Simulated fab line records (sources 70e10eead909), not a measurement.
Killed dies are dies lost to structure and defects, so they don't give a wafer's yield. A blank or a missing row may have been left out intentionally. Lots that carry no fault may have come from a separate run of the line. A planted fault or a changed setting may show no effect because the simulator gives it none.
Chamber matching ; flow nandHarc ; rieDiel-04 running NHARC_A_STAIRCASE_DESCUM_291: 4 sister chambers
The step chemistry O2, time 3 s. 4 wafers are shown with their chamber, then 7 later ones without.

## WAFERS WITH THEIR CHAMBER
wafer;chamber;showerheadPlenumPTorr (Torr)
L078.5;0;1.96
L083.5;3;1.83
L086.1;2;1.89
L086.2;1;1.89

## WAFERS MISSING THEIR CHAMBER
wafer;showerheadPlenumPTorr (Torr)
L086.4;1.95
L089.1;1.89
L089.4;1.89
L089.5;1.82
L090.1;1.95
L090.3;1.89
L090.6;1.82

## WHICH CHAMBER EACH WENT THROUGH
wafer;from the rows above;in truth
L086.4;0;0
L089.1;can't be placed: 1 or 2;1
L089.4;can't be placed: 1 or 2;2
L089.5;3;3
L090.1;0;0
L090.3;can't be placed: 1 or 2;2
L090.6;3;3
Correctly placed: 4 of 7. Not placeable from these rows: 3 (in 3, the candidates include the true chamber). 0 placed wrongly.
How it was worked out, from the rows above alone: a wafer's distance from a chamber is the root of the sum, over the readings, of the square of ((its reading less the chamber's mean) divided by the reading's scatter). If the next closest chamber is less than 2 further off than the closest, the wafer can't be placed; otherwise it belongs to the closest. For every chamber, the mean is computed from those of its wafers that are shown. The scatter (one wafer shown for each chamber): square how far every hidden wafer sits from the nearest shown wafer, average those squares and take the square root.
